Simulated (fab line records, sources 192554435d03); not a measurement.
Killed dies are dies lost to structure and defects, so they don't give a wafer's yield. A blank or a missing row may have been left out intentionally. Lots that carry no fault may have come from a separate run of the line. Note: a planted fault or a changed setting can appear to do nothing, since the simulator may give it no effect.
What tool caused it?	flow n5Finfet	route of 1938 steps, sampled at 1 step: 12 lots, 36 wafers

## WHAT EACH GAUGE READ, for each wafer
N5_BEOL_M12_THK_MEAS_50: measures by xrf.
lot	measured	on	M12_THK (nm)
L077	day 11 09:26	filmMetro-02	326 313 319
L078	day 11 17:39	filmMetro-01	316 322 319
L081	day 12 00:59	filmMetro-02	320 318 330
L080	day 12 13:03	filmMetro-01	320 311 321
L083	day 13 05:34	filmMetro-02	317 319 333
L088	day 14 03:17	filmMetro-02	316 306 317
L086	day 14 10:19	filmMetro-01	327 332 317
L089	day 15 03:39	filmMetro-01	328 323 337
L092	day 15 03:55	filmMetro-01	335 325 322
L093	day 15 15:27	filmMetro-02	312 322 324
L095	day 16 11:48	filmMetro-01	318 316 317
L096	day 16 13:19	filmMetro-01	325 327 319

## EACH LOT AND THE TOOL THAT RAN IT (in order: tool; ch and the chambers of the sampled wafers; start)
There is no process step in the record ahead of these readings.

## THE ANSWER, worked out from the rows above alone
Rule: the lots themselves supply what counts as usual. Put in order of their means at a reading, lots are off if they are a third of the lots or fewer, leave a main group of 4 or more, and stand apart from it by a gap of 3 or more times the standard deviation of the main group's means; of several such gaps the widest counts. The tables above print the reading to a certain number of digits; a main group whose means all agree to those digits is not used. Also off: a lot with no number at a reading for which 4 or more lots have one. Any other lot the step has rows for is counted as sound.
No lot is off on any of the readings shown, so nothing can be concluded from this.

## WHAT THE SIMULATOR HAD INSERTED
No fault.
